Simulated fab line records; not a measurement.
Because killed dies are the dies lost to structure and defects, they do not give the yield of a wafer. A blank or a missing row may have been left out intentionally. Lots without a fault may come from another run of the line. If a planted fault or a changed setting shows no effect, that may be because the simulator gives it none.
fab line records    flow n5Finfet
record: lots: 24  wafers: 72  lastDay: 19
route steps=1938 shown BEOL_M1@797
lots untouched by any fault: they come from a run of this same line in which no faults occurred
startH: start of the lot's first displayed wafer, in hours after the record's first day    waitH: hours elapsed since this lot's preceding step    " repeats the value in the row above    L1.1+2: several wafers, shown together as one row    - value missing, or start not given    * or withheld: withheld    < > ~ a bound
route shown NAME@n: a module of which the file shows steps, and the number in the route of the first    usual: mean/standard deviation taken from wafers without a fault    same: alike in all rows    chamber/n: place in a boat    sites: per-site readings    _std_site: standard deviation across them    _edge_site: mean of outer sites minus mean of inner sites    radiusMm: for every site, how far away it sits from the centre of the wafer    mask NAME#n: copy n    behind: the last tool/chamber to shape the wafer    hold: cause of the lot's hold/its duration in hours/its outcome    device: which transistor (n, p or np) failed to switch    end of line: tests of these same wafers at the route's end    a step given without rows: its recipe and nothing more    killed: at the first sort, the dies lost to defects and structure; wafer yield is something else    map: the dies of a wafer, with x for killed, . for not killed, _ for no die there
set.NAME: the setting the step ran with; set.NAME@STEP: the setting that earlier step ran with    model.NAME: the simulator's own value behind a step, which no gauge read
the route's steps for a sample of lots (tables are steps, rows are wafers)
services: the hour from which a tool's chamber was out of use, counted from the record's first day as startH (under 0 if before that day), plus the number of hours and why
== steps ==
step: N5_BEOL_M1_VIA_ETCH_34
recipe: chemistry: C4F6/O2  targetDepthA: 678  maskMaterial: SOC  pressureMtorr: 15  ionEnergyEv: 250  taperDeg: 4  timeS: 64.4  sourceW: 350  biasW: 170  Ar_flow_sccm: 300  C4F6_flow_sccm: 10  O2_flow_sccm: 10
usual: drypumpMotorCurrentA: 5.6/0.42  oesProductAu: 0.78/0.076  rfVppV: 666/12  showerheadPlenumPTorr: 2.84/0.074  throttleValvePct: 30.7/0.34
lot.wafer  tool        chamber  startH  waitH  drypumpMotorCurrentA  oesProductAu  rfHoursCounterH  rfVppV  showerheadPlenumPTorr  throttleValvePct
L075.1     rieDiel-05  0        145.96  0.0    5.2                   0.85          73               648     2.79                   30.5
L075.2     "           3        "       "      5.1                   0.68          232              666     2.83                   31.2
L075.6     "           0        "       "      5.2                   0.84          -                648     2.79                   30.6
L074.2     rieDiel-05  3        147.08  0.0    5.1                   0.69          233              667     2.83                   31.2
L074.3     "           1        "       "      5.6                   0.73          203              666     2.91                   30.3
L074.5     "           2        "       "      6.2                   0.87          -                689     2.88                   30.4
L076.1     rieDiel-05  2        149.00  0.0    6.2                   0.86          51               689     2.88                   30.4
L076.3     "           3        "       "      5.1                   0.68          233              666     2.83                   31.2
L076.6     "           2        "       "      6.2                   0.87          -                687     2.88                   30.4
L077.1     rieDiel-06  3        149.01  0.0    5.6                   0.72          174              663     2.93                   30.7
L077.4     "           2        "       "      5.7                   0.76          168              665     2.98                   31.1
L077.5     "           3        "       "      5.6                   0.72          -                663     2.93                   30.7
L078.1     rieDiel-05  3        152.21  0.0    5.1                   0.69          234              667     2.83                   31.2
L078.3     "           1        "       "      5.6                   0.73          204              667     2.91                   30.4
L078.5     "           2        "       "      6.2                   0.87          -                687     2.88                   30.4
L079.1     rieDiel-02  2        164.49  0.0    6.1                   0.77          151              664     2.83                   30.4
L079.4     "           1        "       "      5.6                   0.85          -                648     2.76                   30.5
L079.6     "           0        "       "      5.1                   0.70          -                675     2.97                   31.3
L080.2     rieDiel-06  1        164.53  0.0    6.6                   0.69          222              675     2.79                   30.6
L080.5     "           2        "       "      5.6                   0.75          -                665     2.98                   31.1
L080.6     "           3        "       "      5.6                   0.72          -                662     2.93                   30.8
L081.1     rieDiel-06  0        167.88  0.0    5.2                   0.80          106              686     2.77                   31.2
L081.3     "           3        "       "      5.6                   0.72          179              662     2.93                   30.7
L081.6     "           2        "       "      5.6                   0.74          -                665     2.97                   31.2
L082.2     rieDiel-02  2        171.40  0.0    6.0                   0.76          154              665     2.82                   30.4
L082.4     "           1        "       "      5.6                   0.84          -                648     2.76                   30.5
L082.5     "           0        "       "      5.1                   0.70          -                675     2.96                   31.3
L083.1     rieDiel-06  1        180.85  0.0    6.5                   0.68          226              677     2.78                   30.6
L083.4     "           3        "       "      5.6                   0.72          182              663     2.93                   30.7
L083.5     "           1        "       "      6.5                   0.68          -                675     2.78                   30.6
L084.1     rieDiel-06  1        188.65  0.0    6.5                   0.68          228              675     2.78                   30.6
L084.5     "           0        "       "      5.2                   0.79          -                687     2.77                   31.2
L084.6     "           1        "       "      6.6                   0.68          -                674     2.78                   30.6
L085.1     rieDiel-06  1        196.90  0.0    6.5                   0.68          230              674     2.78                   30.6
L085.4     "           3        "       "      5.6                   0.72          186              664     2.93                   30.8
L085.5     "           3        "       "      5.6                   0.71          -                663     2.93                   30.7
L086.1     rieDiel-05  1        204.58  0.0    5.6                   0.71          219              666     2.91                   30.4
L086.2     "           3        "       "      5.1                   0.67          248              668     2.82                   31.2
L086.4     "           0        "       "      5.2                   0.84          89               649     2.78                   30.6
L088.2     rieDiel-02  3        226.14  0.0    5.6                   0.93          10               660     2.77                   30.4
L088.3     "           1        "       "      5.6                   0.83          59               648     2.75                   30.5
L088.5     "           1        "       "      5.6                   0.82          -                648     2.75                   30.5
L087.1     rieDiel-05  1        235.54  0.0    5.6                   0.70          224              667     2.90                   30.4
L087.5     "           2        "       "      6.2                   0.85          -                688     2.87                   30.4
L087.6     "           0        "       "      5.2                   0.82          -                647     2.78                   30.6
L089.1     rieDiel-02  3        239.75  0.0    5.6                   0.91          15               659     2.76                   30.4
L089.3     "           2        "       "      6.0                   0.74          176              663     2.81                   30.4
L089.4     "           3        "       "      5.6                   0.92          -                659     2.76                   30.4
L090.4     rieDiel-05  1        239.86  0.0    5.6                   0.71          226              667     2.90                   30.4
L090.5     "           0        "       "      5.2                   0.82          -                647     2.78                   30.6
L090.6     "           1        "       "      5.6                   0.71          -                667     2.90                   30.4
L091.1     rieDiel-05  1        240.95  0.0    5.6                   0.71          227              667     2.90                   30.4
L091.2     "           2        "       "      6.2                   0.84          74               687     2.87                   30.4
L091.4     "           0        "       "      5.3                   0.82          96               648     2.78                   30.6
L093.2     rieDiel-06  1        250.18  0.0    6.5                   0.67          243              675     2.78                   30.6
L093.3     "           3        "       "      5.6                   0.71          199              663     2.92                   30.7
L093.5     "           0        "       "      5.2                   0.78          -                685     2.77                   31.2
L095.1     rieDiel-02  0        250.31  0.0    5.1                   0.70          205              674     2.96                   31.3
L095.3     "           1        "       "      5.6                   0.81          68               649     2.75                   30.5
L095.5     "           3        "       "      5.6                   0.92          -                659     2.76                   30.4
L092.4     rieDiel-02  3        250.67  0.0    5.6                   0.91          19               659     2.76                   30.4
L092.5     "           1        "       "      5.6                   0.81          -                648     2.75                   30.5
L092.6     "           0        "       "      5.1                   0.69          -                675     2.96                   31.3
L094.1     rieDiel-05  0        261.62  0.0    5.2                   0.81          102              648     2.78                   30.6
L094.2     "           1        "       "      5.6                   0.70          232              667     2.90                   30.4
L094.3     "           3        "       "      5.1                   0.94          7                666     2.82                   31.1
L096.1     rieDiel-02  0        267.39  0.0    5.1                   0.69          209              676     2.96                   31.3
L096.5     "           0        "       "      5.1                   0.68          -                675     2.96                   31.3
L096.6     "           1        "       "      5.6                   0.80          -                647     2.75                   30.5
L097.1     rieDiel-02  3        274.84  0.0    5.6                   0.89          25               659     2.76                   30.4
L097.3     "           1        "       "      5.6                   0.81          75               649     2.75                   30.6
L097.5     "           3        "       "      5.6                   0.89          -                661     2.76                   30.4
step: N5_BEOL_M1_SPUTTER_81
recipe: material: Cu  targetThkA: 45  tempC: -20  chamberPressurePa: 0.07  powerW: withheld  timeS: 8.29
usual: chuckGasFlowSccm: 1.27/0.052  throttleValvePct: 30.4/1.3
lot.wafer  tool           chamber  startH  waitH  chuckGasFlowSccm  throttleValvePct
L075.1     pvdSputter-03  -        147.77  0.1    1.26              30.5
L075.2     "              -        "       "      1.24              28.9
L075.6     "              -        "       "      1.25              29.4
L074.2     pvdSputter-01  -        149.70  0.1    1.32              31.9
L074.3     "              -        "       "      1.17              30.7
L074.5     "              -        "       "      1.23              31.5
L076.1     pvdSputter-03  -        150.74  0.1    1.22              30.3
L076.3     "              -        "       "      1.28              29.1
L076.6     "              -        "       "      1.25              30.8
L077.1     pvdSputter-02  -        150.82  0.1    1.24              29.4
L077.4     "              -        "       "      1.22              31.6
L077.5     "              -        "       "      1.22              28.5
L078.1     pvdSputter-02  -        154.30  0.1    1.26              30.1
L078.3     "              -        "       "      1.29              28.4
L078.5     "              -        "       "      1.32              29.5
L079.1     pvdSputter-03  -        166.67  0.1    1.30              29.0
L079.4     "              -        "       "      1.27              29.0
L079.6     "              -        "       "      1.28              31.0
L080.2     pvdSputter-01  -        167.30  0.1    1.26              29.9
L080.5     "              -        "       "      1.22              33.1
L080.6     "              -        "       "      1.24              29.9
L081.1     pvdSputter-02  -        169.93  0.1    1.22              31.5
L081.3     "              -        "       "      1.30              29.4
L081.6     "              -        "       "      1.15              30.0
L082.2     pvdSputter-03  -        173.45  0.1    1.36              30.4
L082.4     "              -        "       "      1.29              30.8
L082.5     "              -        "       "      1.33              29.3
L083.1     pvdSputter-02  -        183.11  0.1    1.26              31.5
L083.4     "              -        "       "      1.26              28.4
L083.5     "              -        "       "      1.30              29.8
L084.1     pvdSputter-01  -        190.71  0.1    1.25              31.7
L084.5     "              -        "       "      1.26              30.7
L084.6     "              -        "       "      1.21              29.7
L085.1     pvdSputter-01  -        199.00  0.1    1.30              29.8
L085.4     "              -        "       "      1.27              30.9
L085.5     "              -        "       "      1.23              29.6
L086.1     pvdSputter-01  -        208.07  0.1    1.23              33.1
L086.2     "              -        "       "      1.20              29.8
L086.4     "              -        "       "      1.23              31.8
L088.2     pvdSputter-01  -        228.12  0.1    1.36              32.7
L088.3     "              -        "       "      1.32              29.7
L088.5     "              -        "       "      1.31              33.0
L087.1     pvdSputter-03  -        237.24  0.1    1.26              28.9
L087.5     "              -        "       "      1.28              28.7
L087.6     "              -        "       "      1.29              29.1
L089.1     pvdSputter-03  -        241.80  0.1    1.23              29.2
L089.3     "              -        "       "      1.33              29.3
L089.4     "              -        "       "      1.21              30.8
L090.4     pvdSputter-01  -        241.90  0.1    1.30              31.6
L090.5     "              -        "       "      1.19              31.6
L090.6     "              -        "       "      1.31              32.9
L091.1     pvdSputter-01  -        244.23  0.1    1.22              30.9
L091.2     "              -        "       "      1.39              29.6
L091.4     "              -        "       "      1.28              32.9
L093.2     pvdSputter-01  -        251.89  0.1    1.25              31.4
L093.3     "              -        "       "      1.27              33.0
L093.5     "              -        "       "      1.23              30.6
L095.1     pvdSputter-02  -        252.16  0.1    1.34              28.3
L095.3     "              -        "       "      1.29              31.4
L095.5     "              -        "       "      1.40              31.5
L092.4     pvdSputter-02  -        254.00  0.1    1.33              29.8
L092.5     "              -        "       "      1.28              30.0
L092.6     "              -        "       "      1.33              28.7
L094.1     pvdSputter-03  -        264.73  0.1    1.29              30.3
L094.2     "              -        "       "      1.28              29.2
L094.3     "              -        "       "      1.23              31.0
L096.1     pvdSputter-01  -        269.42  0.1    1.23              31.7
L096.5     "              -        "       "      1.37              29.7
L096.6     "              -        "       "      1.21              30.7
L097.1     pvdSputter-02  -        276.85  0.1    1.29              28.5
L097.3     "              -        "       "      1.36              30.0
L097.5     "              -        "       "      1.28              29.3
step: N5_BEOL_M1_SPUTTER_90
recipe: material: Cu  targetThkA: 45  tempC: -20  chamberPressurePa: 0.07  powerW: withheld  timeS: 8.29
usual: chuckGasFlowSccm: 1.27/0.057  throttleValvePct: 30.4/1.3
lot.wafer  tool           chamber  startH  waitH  chuckGasFlowSccm  throttleValvePct
L075.1     pvdSputter-03  -        148.43  0.1    1.25              30.4
L075.2     "              -        "       "      1.28              29.1
L075.6     "              -        "       "      1.31              29.3
L074.2     pvdSputter-01  -        150.36  0.1    1.26              31.6
L074.3     "              -        "       "      1.20              30.8
L074.5     "              -        "       "      1.21              31.4
L076.1     pvdSputter-03  -        151.40  0.1    1.31              30.5
L076.3     "              -        "       "      1.35              29.0
L076.6     "              -        "       "      1.17              30.9
L077.1     pvdSputter-02  -        151.48  0.1    1.25              29.2
L077.4     "              -        "       "      1.28              31.6
L077.5     "              -        "       "      1.22              28.3
L078.1     pvdSputter-02  -        154.96  0.1    1.27              30.1
L078.3     "              -        "       "      1.25              28.5
L078.5     "              -        "       "      1.14              29.6
L079.1     pvdSputter-03  -        167.33  0.1    1.24              29.1
L079.4     "              -        "       "      1.25              28.9
L079.6     "              -        "       "      1.26              30.8
L080.2     pvdSputter-01  -        167.96  0.1    1.31              29.7
L080.5     "              -        "       "      1.25              33.0
L080.6     "              -        "       "      1.24              29.6
L081.1     pvdSputter-02  -        170.59  0.1    1.36              31.7
L081.3     "              -        "       "      1.19              29.2
L081.6     "              -        "       "      1.26              29.7
L082.2     pvdSputter-03  -        174.11  0.1    1.24              30.3
L082.4     "              -        "       "      1.20              30.9
L082.5     "              -        "       "      1.35              29.4
L083.1     pvdSputter-02  -        183.77  0.1    1.29              31.6
L083.4     "              -        "       "      1.31              28.8
L083.5     "              -        "       "      1.19              29.8
L084.1     pvdSputter-01  -        191.37  0.1    1.26              31.5
L084.5     "              -        "       "      1.25              30.5
L084.6     "              -        "       "      1.23              29.7
L085.1     pvdSputter-01  -        199.66  0.1    1.28              29.8
L085.4     "              -        "       "      1.29              30.7
L085.5     "              -        "       "      1.21              29.6
L086.1     pvdSputter-01  -        208.73  0.1    1.28              32.8
L086.2     "              -        "       "      1.24              29.8
L086.4     "              -        "       "      1.32              31.8
L088.2     pvdSputter-01  -        228.78  0.1    1.31              33.0
L088.3     "              -        "       "      1.29              29.3
L088.5     "              -        "       "      1.37              33.4
L087.1     pvdSputter-03  -        237.90  0.1    1.30              29.2
L087.5     "              -        "       "      1.37              29.2
L087.6     "              -        "       "      1.24              29.1
L089.1     pvdSputter-03  -        242.46  0.1    1.29              29.1
L089.3     "              -        "       "      1.36              29.3
L089.4     "              -        "       "      1.19              31.1
L090.4     pvdSputter-01  -        242.56  0.1    1.32              31.6
L090.5     "              -        "       "      1.28              31.4
L090.6     "              -        "       "      1.25              32.9
L091.1     pvdSputter-01  -        244.89  0.1    1.06              30.8
L091.2     "              -        "       "      1.33              29.7
L091.4     "              -        "       "      1.22              32.7
L093.2     pvdSputter-01  -        252.55  0.1    1.26              31.4
L093.3     "              -        "       "      1.29              33.1
L093.5     "              -        "       "      1.24              30.7
L095.1     pvdSputter-02  -        252.82  0.1    1.26              28.6
L095.3     "              -        "       "      1.26              31.4
L095.5     "              -        "       "      1.28              31.9
L092.4     pvdSputter-02  -        254.66  0.1    1.30              29.8
L092.5     "              -        "       "      1.32              29.9
L092.6     "              -        "       "      1.35              28.5
L094.1     pvdSputter-03  -        265.39  0.1    1.29              30.3
L094.2     "              -        "       "      1.28              29.0
L094.3     "              -        "       "      1.27              30.9
L096.1     pvdSputter-01  -        270.08  0.1    1.26              31.7
L096.5     "              -        "       "      1.31              29.7
L096.6     "              -        "       "      1.23              30.7
L097.1     pvdSputter-02  -        277.51  0.1    1.36              28.5
L097.3     "              -        "       "      1.28              29.7
L097.5     "              -        "       "      1.21              29.5
step: N5_BEOL_M1_SPUTTER_92
recipe: material: Cu  targetThkA: 45  tempC: -20  chamberPressurePa: 0.07  powerW: withheld  timeS: 8.29
usual: chuckGasFlowSccm: 1.27/0.051  throttleValvePct: 30.4/1.3
lot.wafer  tool           chamber  startH  waitH  chuckGasFlowSccm  throttleValvePct
L075.1     pvdSputter-03  -        148.65  0.1    1.24              30.4
L075.2     "              -        "       "      1.25              29.0
L075.6     "              -        "       "      1.26              29.1
L074.2     pvdSputter-01  -        150.58  0.1    1.11              31.5
L074.3     "              -        "       "      1.18              30.6
L074.5     "              -        "       "      1.26              31.6
L076.1     pvdSputter-03  -        151.62  0.1    1.24              30.3
L076.3     "              -        "       "      1.28              29.0
L076.6     "              -        "       "      1.27              30.6
L077.1     pvdSputter-02  -        151.70  0.1    1.20              29.3
L077.4     "              -        "       "      1.25              31.5
L077.5     "              -        "       "      1.32              28.3
L078.1     pvdSputter-02  -        155.18  0.1    1.28              29.9
L078.3     "              -        "       "      1.30              28.5
L078.5     "              -        "       "      1.35              29.8
L079.1     pvdSputter-03  -        167.55  0.1    1.28              29.0
L079.4     "              -        "       "      1.31              29.0
L079.6     "              -        "       "      1.28              30.9
L080.2     pvdSputter-01  -        168.18  0.1    1.32              30.0
L080.5     "              -        "       "      1.25              32.8
L080.6     "              -        "       "      1.27              29.7
L081.1     pvdSputter-02  -        170.81  0.1    1.26              31.5
L081.3     "              -        "       "      1.23              29.3
L081.6     "              -        "       "      1.29              29.9
L082.2     pvdSputter-03  -        174.33  0.1    1.27              30.3
L082.4     "              -        "       "      1.16              31.1
L082.5     "              -        "       "      1.29              29.1
L083.1     pvdSputter-02  -        183.99  0.1    1.30              31.4
L083.4     "              -        "       "      1.27              28.5
L083.5     "              -        "       "      1.26              29.8
L084.1     pvdSputter-01  -        191.59  0.1    1.13              31.5
L084.5     "              -        "       "      1.15              30.8
L084.6     "              -        "       "      1.24              29.8
L085.1     pvdSputter-01  -        199.88  0.1    1.27              29.8
L085.4     "              -        "       "      1.27              30.7
L085.5     "              -        "       "      1.21              29.6
L086.1     pvdSputter-01  -        208.95  0.1    1.32              33.1
L086.2     "              -        "       "      1.35              29.6
L086.4     "              -        "       "      1.26              31.7
L088.2     pvdSputter-01  -        229.00  0.1    1.34              33.1
L088.3     "              -        "       "      1.25              30.0
L088.5     "              -        "       "      1.30              32.9
L087.1     pvdSputter-03  -        238.12  0.1    1.32              29.0
L087.5     "              -        "       "      1.28              28.9
L087.6     "              -        "       "      1.32              29.0
L089.1     pvdSputter-03  -        242.68  0.1    1.33              29.1
L089.3     "              -        "       "      1.38              28.9
L089.4     "              -        "       "      1.18              31.1
L090.4     pvdSputter-01  -        242.78  0.1    1.24              31.2
L090.5     "              -        "       "      1.28              31.5
L090.6     "              -        "       "      1.30              33.2
L091.1     pvdSputter-01  -        245.11  0.1    1.21              30.9
L091.2     "              -        "       "      1.28              29.9
L091.4     "              -        "       "      1.23              33.1
L093.2     pvdSputter-01  -        252.77  0.1    1.32              31.6
L093.3     "              -        "       "      1.32              33.0
L093.5     "              -        "       "      1.33              30.8
L095.1     pvdSputter-02  -        253.04  0.1    1.30              28.6
L095.3     "              -        "       "      1.29              31.7
L095.5     "              -        "       "      1.26              31.8
L092.4     pvdSputter-02  -        254.88  0.1    1.25              29.8
L092.5     "              -        "       "      1.27              29.9
L092.6     "              -        "       "      1.26              28.7
L094.1     pvdSputter-03  -        265.61  0.1    1.27              30.3
L094.2     "              -        "       "      1.18              28.9
L094.3     "              -        "       "      1.19              31.1
L096.1     pvdSputter-01  -        270.30  0.1    1.27              31.4
L096.5     "              -        "       "      1.24              29.6
L096.6     "              -        "       "      1.29              30.6
L097.1     pvdSputter-02  -        277.73  0.1    1.26              28.9
L097.3     "              -        "       "      1.24              29.7
L097.5     "              -        "       "      1.21              29.4
step: N5_BEOL_M1_SPUTTER_96
recipe: material: Cu  targetThkA: 45  tempC: -20  chamberPressurePa: 0.07  powerW: withheld  timeS: 8.29
usual: chuckGasFlowSccm: 1.27/0.053  throttleValvePct: 30.4/1.3
lot.wafer  tool           chamber  startH  waitH  chuckGasFlowSccm  throttleValvePct
L075.1     pvdSputter-03  -        149.09  0.1    1.31              30.1
L075.2     "              -        "       "      1.23              29.1
L075.6     "              -        "       "      1.35              28.9
L074.2     pvdSputter-01  -        151.02  0.1    1.29              31.6
L074.3     "              -        "       "      1.31              30.9
L074.5     "              -        "       "      1.28              31.3
L076.1     pvdSputter-03  -        152.06  0.1    1.37              30.5
L076.3     "              -        "       "      1.23              28.9
L076.6     "              -        "       "      1.33              30.7
L077.1     pvdSputter-02  -        152.14  0.1    1.33              29.4
L077.4     "              -        "       "      1.29              31.6
L077.5     "              -        "       "      1.29              28.4
L078.1     pvdSputter-02  -        155.62  0.1    1.27              29.8
L078.3     "              -        "       "      1.28              28.5
L078.5     "              -        "       "      1.30              29.2
L079.1     pvdSputter-03  -        167.99  0.1    1.25              29.0
L079.4     "              -        "       "      1.24              29.2
L079.6     "              -        "       "      1.19              31.0
L080.2     pvdSputter-01  -        168.62  0.1    1.27              29.8
L080.5     "              -        "       "      1.25              33.4
L080.6     "              -        "       "      1.33              29.5
L081.1     pvdSputter-02  -        171.25  0.1    1.27              31.6
L081.3     "              -        "       "      1.27              29.4
L081.6     "              -        "       "      1.33              29.7
L082.2     pvdSputter-03  -        174.77  0.1    1.25              30.3
L082.4     "              -        "       "      1.20              31.1
L082.5     "              -        "       "      1.27              29.1
L083.1     pvdSputter-02  -        184.43  0.1    1.26              31.4
L083.4     "              -        "       "      1.34              28.5
L083.5     "              -        "       "      1.34              30.0
L084.1     pvdSputter-01  -        192.03  0.1    1.14              31.7
L084.5     "              -        "       "      1.24              30.8
L084.6     "              -        "       "      1.26              29.6
L085.1     pvdSputter-01  -        200.32  0.1    1.32              30.0
L085.4     "              -        "       "      1.25              30.8
L085.5     "              -        "       "      1.30              29.8
L086.1     pvdSputter-01  -        209.39  0.1    1.21              33.1
L086.2     "              -        "       "      1.27              29.8
L086.4     "              -        "       "      1.24              31.6
L088.2     pvdSputter-01  -        229.44  0.1    1.33              33.1
L088.3     "              -        "       "      1.28              29.8
L088.5     "              -        "       "      1.32              32.9
L087.1     pvdSputter-03  -        238.56  0.1    1.29              29.0
L087.5     "              -        "       "      1.28              29.1
L087.6     "              -        "       "      1.29              29.3
L089.1     pvdSputter-03  -        243.12  0.1    1.24              29.1
L089.3     "              -        "       "      1.21              29.1
L089.4     "              -        "       "      1.19              30.8
L090.4     pvdSputter-01  -        243.22  0.1    1.37              31.5
L090.5     "              -        "       "      1.35              31.4
L090.6     "              -        "       "      1.29              33.0
L091.1     pvdSputter-01  -        245.55  0.1    1.35              30.9
L091.2     "              -        "       "      1.23              29.8
L091.4     "              -        "       "      1.21              33.1
L093.2     pvdSputter-01  -        253.21  0.1    1.25              31.6
L093.3     "              -        "       "      1.22              33.2
L093.5     "              -        "       "      1.23              31.0
L095.1     pvdSputter-02  -        253.48  0.1    1.34              28.6
L095.3     "              -        "       "      1.21              31.5
L095.5     "              -        "       "      1.22              31.8
L092.4     pvdSputter-02  -        255.32  0.1    1.34              29.8
L092.5     "              -        "       "      1.26              30.0
L092.6     "              -        "       "      1.29              28.4
L094.1     pvdSputter-03  -        266.05  0.1    1.34              30.2
L094.2     "              -        "       "      1.24              29.2
L094.3     "              -        "       "      1.19              30.8
L096.1     pvdSputter-01  -        270.74  0.1    1.24              31.7
L096.5     "              -        "       "      1.23              29.8
L096.6     "              -        "       "      1.24              30.9
L097.1     pvdSputter-02  -        278.17  0.1    1.26              28.7
L097.3     "              -        "       "      1.41              29.7
L097.5     "              -        "       "      1.28              29.5
step: N5_BEOL_M1_CO_CAP_55
recipe: material: Co  targetThkA: 20  tempC: 200  precursor: CCTBA/H2  pressureTorr: 30  timeS: 102.1
usual: heaterPowerW: 236/31
lot.wafer  tool      chamber  startH  waitH  heaterPowerW
L075.1     cvdCo-02  1        149.96  0.0    270
L075.2     "         2        "       "      229
L075.6     "         2        "       "      223
L074.2     cvdCo-01  0        151.89  0.0    230
L074.3     "         2        "       "      267
L074.5     "         1        "       "      229
L076.1     cvdCo-01  1        152.92  0.0    221
L076.3     "         0        "       "      227
L076.6     "         2        "       "      278
L077.1     cvdCo-02  0        153.00  0.0    178
L077.4     "         2        "       "      231
L077.5     "         0        "       "      177
L078.1     cvdCo-01  1        156.90  0.0    229
L078.3     "         0        "       "      224
L078.5     "         2        "       "      270
L079.1     cvdCo-01  2        168.85  0.0    271
L079.4     "         1        "       "      227
L079.6     "         2        "       "      274
L080.2     cvdCo-01  2        169.50  0.0    272
L080.5     "         1        "       "      232
L080.6     "         0        "       "      227
L081.1     cvdCo-01  1        172.11  0.0    232
L081.3     "         2        "       "      272
L081.6     "         1        "       "      229
L082.2     cvdCo-01  2        175.64  0.0    275
L082.4     "         0        "       "      219
L082.5     "         1        "       "      226
L083.1     cvdCo-01  2        185.67  0.0    283
L083.4     "         2        "       "      281
L083.5     "         1        "       "      226
L084.1     cvdCo-02  1        193.03  0.0    268
L084.5     "         1        "       "      265
L084.6     "         2        "       "      230
L085.1     cvdCo-01  0        201.22  0.0    228
L085.4     "         2        "       "      272
L085.5     "         1        "       "      230
L086.1     cvdCo-02  0        210.26  0.0    183
L086.2     "         1        "       "      272
L086.4     "         0        "       "      184
L088.2     cvdCo-02  1        230.47  0.0    271
L088.3     "         2        "       "      231
L088.5     "         0        "       "      185
L087.1     cvdCo-02  2        239.43  0.0    231
L087.5     "         2        "       "      228
L087.6     "         1        "       "      265
L089.1     cvdCo-01  2        243.99  0.0    281
L089.3     "         0        "       "      224
L089.4     "         2        "       "      270
L090.4     cvdCo-01  2        244.13  0.0    276
L090.5     "         0        "       "      223
L090.6     "         1        "       "      230
L091.1     cvdCo-01  0        246.41  0.0    226
L091.2     "         1        "       "      224
L091.4     "         0        "       "      223
L093.2     cvdCo-02  0        254.21  0.0    180
L093.3     "         2        "       "      232
L093.5     "         0        "       "      181
L095.1     cvdCo-02  1        254.35  0.0    271
L095.3     "         2        "       "      227
L095.5     "         1        "       "      266
L092.4     cvdCo-01  0        256.24  0.0    224
L092.5     "         1        "       "      230
L092.6     "         2        "       "      277
L094.1     cvdCo-02  2        266.91  0.0    228
L094.2     "         1        "       "      270
L094.3     "         0        "       "      181
L096.1     cvdCo-02  0        272.30  0.0    182
L096.5     "         2        "       "      226
L096.6     "         1        "       "      267
L097.1     cvdCo-02  2        279.04  0.0    235
L097.3     "         0        "       "      182
L097.5     "         0        "       "      183
== services ==
tool           chamber  startH  hours  kind
pvdSputter-01  -        123.44  20.3   repair
pvdSputter-02  -        125.09  1.1    repair
rieDiel-02     -        134.86  0.7    repair
cvdCo-01       -        143.79  1.0    repair
rieDiel-02     3        147.66  -      clean
rieDiel-02     3        147.66  -      consumableReplace:focusRing
rieDiel-02     3        147.66  33.6   scheduledDown
rieDiel-02     3        147.66  33.6   ventCycle
pvdSputter-03  -        157.03  5.4    repair
cvdCo-01       -        178.62  0.5    repair
rieDiel-02     3        205.74  6.4    repair
rieDiel-02     0        207.35  34.2   repair
cvdCo-01       -        219.89  0.2    repair
rieDiel-05     3        225.33  -      clean
rieDiel-05     3        225.33  -      consumableReplace:focusRing
rieDiel-05     3        225.33  13.3   scheduledDown
rieDiel-05     3        225.33  13.3   ventCycle
pvdSputter-02  -        229.10  4.9    repair
rieDiel-02     -        257.56  0.3    repair
rieDiel-05     2        260.27  5.0    repair
pvdSputter-01  -        264.67  2.1    repair
rieDiel-02     0        271.01  5.8    repair
rieDiel-06     1        271.31  -      clean
rieDiel-06     1        271.31  -      consumableReplace:focusRing
== key ==
fault none
